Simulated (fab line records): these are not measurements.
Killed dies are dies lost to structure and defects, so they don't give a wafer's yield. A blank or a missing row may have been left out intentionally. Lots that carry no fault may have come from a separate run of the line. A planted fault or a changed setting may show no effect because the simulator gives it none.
A lot that was struck, set against a sound lot | flow n5-finfet | 37 out of 1938 route steps
Sound: wafers L992.1, L992.2, L992.5. Struck: wafer L102.4 (left out: L102.2, a lot-mate that was not struck); the cause follows at the end.
For every step that has rows: the tool of each side, followed by ch and its chambers, followed by its first start. Under that, the readings that differ: sound wafers | struck wafers | difference of the means | sigmas: that difference in standard deviations of wafers without a fault.
alike: same words and numbers on both sides, and readings whose means sit less than 2 such deviations apart. not compared: any withheld reading, any reading some wafer has no value for, any bound like >300 that may hide the same value, and any number with overlapping values for which the record gives no deviation.
A row with sigmas, a row that says differs or no value, or rows on one side alone: a step with any of these is where the two part. Numbers that don't overlap but have no deviation are shown without sigmas and don't part them. Lack of a reading on every wafer of one side parts them only where that side has two or more wafers.

first, 9 steps without rows for these wafers: N5_BEOL_M10_PEB_26 (peb time 60 s); N5_BEOL_M10_DEVELOP_27 (develop time 30 s); N5_BEOL_M10_DESCUM_33 (chemistry O2, time 7.9 s); N5_BEOL_M10_ETCH_65 (etches SiARC in CF4, target depth 39 nm, time 65 s); N5_BEOL_M10_ETCH_66 (etches SOC in N2/H2, target depth 120 nm, overetch 24 nm, time 180 s); N5_BEOL_M10_STRIP_69 (strips in N2/H2); N5_BEOL_M10_VIA_ETCH_34 (etches SiCOH lowk in C4F6/O2, target depth 184.5 nm, time 69.2 s); N5_BEOL_M10_STRIP_73 (strips in C4F6/O2); N5_BEOL_M10_STRIP_36 (strips in N2/H2).
N5_BEOL_M10_TRENCH_ETCH_37: etches SiCOH lowk in C4F6/O2, target depth 148.83 nm, time 48 s.
  sound on rie-diel-01 ch 2,3, day 11 07:07; struck on rie-diel-01 ch 1, day 13 17:32
  reading                                     | sound             | struck | difference | sigmas
  bias-w (W)                                  | 185.2 185.3 185.8 | 184.2  | -1.2       | -2
  oes-product-au (a.u.)                       | 0.78 0.76 0.76    | 1.15   | +0.38      | +5
  model.BEOL_M10.feature-depth-nm (nm)        | 147.8 149.2 149.4 | 197.4  | +48.6      |
  model.etch.depth-nm (nm)                    | 147.9 149.1 149.4 | 197.3  | +48.5      |
  model.TiN_of_BEOL_M10_HM_DEP_02.thk-nm (nm) | 16 15.6 16        | 14.8   | -1.1       |
  alike: O2_flow_sccm, chamber-pressure-mTorr, drypump-motor-current-A, rf-vpp-V, showerhead-plenum-p-Torr, throttle-valve-pct
  not compared: rf-hours-counter-h
then, 2 steps without rows for these wafers: N5_BEOL_M10_ETCH_41 (etches SiCN in CH3F/O2, target depth 42.6 nm, time 86 s); N5_BEOL_M10_STRIP_77 (strips in N2/H2, time 10 s).
N5_BEOL_M10_OCD_MEAS_38:
  sound: ocd-02 at day 11 07:18; struck: ocd-02 at day 13 17:43
  reading              | sound             | struck | difference | sigmas
  trench-depth-nm (nm) | 147.6 149.0 149.8 | 197.6  | +48.8      | +33
then, 13 steps without rows for these wafers: N5_BEOL_M10_HM_STRIP_39 (strips TiN in peroxide tin strip, target depth 25 nm, time 158 s); N5_BEOL_M10_SRD_40 (time 30 s); N5_BEOL_M10_PRECLEAN_42 (cleans in residue remover, time 60 s); N5_BEOL_M10_SRD_43 (time 30 s); N5_BEOL_M10_CURE_72 (cures SiCOH lowk, time 120 s); N5_BEOL_M10_DEGAS_44 (time 60 s); N5_BEOL_M10_PRE_CLEAN_45 (time 30 s); N5_BEOL_M10_ALD_74 (deposits TaN, target thk 2 nm, pulse time 2 s, purge time 3 s); N5_BEOL_M10_SURFACE_TREAT_76; N5_BEOL_M10_CVD_75 (deposits Co from CCTBA/H2, target thk 2 nm, time 138.9 s); N5_BEOL_M10_SPUTTER_48 (material Cu, target thk 12 nm, time 2 s); N5_BEOL_M10_ECD_50 (material Cu, target thk 318 nm); N5_BEOL_M10_ANNEAL_51 (time 90 s).
N5_BEOL_M10_CMP_52: polishes, stops on SiCOH lowk, t overpolish 7 s, target thk 140 nm.
  sound on cmp-04 ch 0,1, day 11 10:07; struck on cmp-01 ch 0, day 13 20:26
  reading                                 | sound       | struck | difference | sigmas
  model.Cu_of_BEOL_M10_ECD_50.thk-nm (nm) | 138 139 140 | 187    | +48        |
  alike: clearing-platen-rpm, motor-current-A
N5_BEOL_M10_THK_MEAS_53: measures by xrf.
  sound: film-metro-02 at day 11 10:24; struck: film-metro-01 at day 13 20:44
  reading      | sound             | struck | difference | sigmas
  M10_THK (nm) | 138.6 139.0 139.7 | 183.7  | +44.6      | +23
then, 2 steps without rows for these wafers: N5_BEOL_M10_PRE_CLEAN_55 (time 15 s); N5_BEOL_M10_DEP_56 (deposits SiCN from 3MS/NH3, target thk 15 nm, time 26.5 s).
N5_BEOL_M10_RS_MEAS_57: measurement is done with a four-point probe.
  sound: film-metro-01 at day 11 10:32; struck: film-metro-01 at day 13 20:52
  reading         | sound                | struck | difference | sigmas
  M10_RS (ohm/sq) | 0.1534 0.1524 0.1512 | 0.1104 | -0.0419    | -19
then, 5 steps without rows for these wafers: N5_BEOL_M11_ILD_DEP_00 (deposits SiCOH lowk from DEMS/porogen, target thk 308.51 nm, time 58 s); N5_BEOL_M11_CURE_71 (cures SiCOH lowk, time 240 s); N5_BEOL_M11_PECVD_70 (deposits SiO2 from TEOS/O2, target thk 20 nm, time 22.7 s); N5_BEOL_M11_HM_DEP_02 (deposits TiN, target thk 20 nm); N5_BEOL_M11_COAT_59 (time 60 s, resist thk 100 nm).
N5_BEOL_M15_RC_MEAS_101:
  sound on prober-01 ch 0, day 13 03:16; struck on prober-02 ch 0, day 15 03:58
  reading                    | sound             | struck | difference | sigmas
  SERP_M10 (ohm/um)          | 3.09 3.10 3.10    | 2.25   | -0.85      | -14
  SERP_M10_max_site (ohm/um) | 3.18 3.19 3.24    | 2.28   | -0.92      | -13
  SERP_M13 (ohm/um)          | 0.315 0.308 0.317 | 0.299  | -0.014     | -3
  alike: COMB_M11, COMB_M12, COMB_M13, COMB_M14, COMB_M14_max_site, COMB_M15, COMB_M5, COMB_M6, COMB_M7, COMB_M8, COMB_M9, SERP_M11, SERP_M12, SERP_M14, SERP_M5, SERP_M6, SERP_M7, SERP_M8, SERP_M8_max_site, SERP_M9

WHERE THEY PART
Earliest at N5_BEOL_M10_TRENCH_ETCH_37; latest, in this record, at N5_BEOL_M15_RC_MEAS_101.

WHY: the cause the simulator had injected
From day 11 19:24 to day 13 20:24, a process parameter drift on rie-diel-01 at N5_BEOL_M10_TRENCH_ETCH_37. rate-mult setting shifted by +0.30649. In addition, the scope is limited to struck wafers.
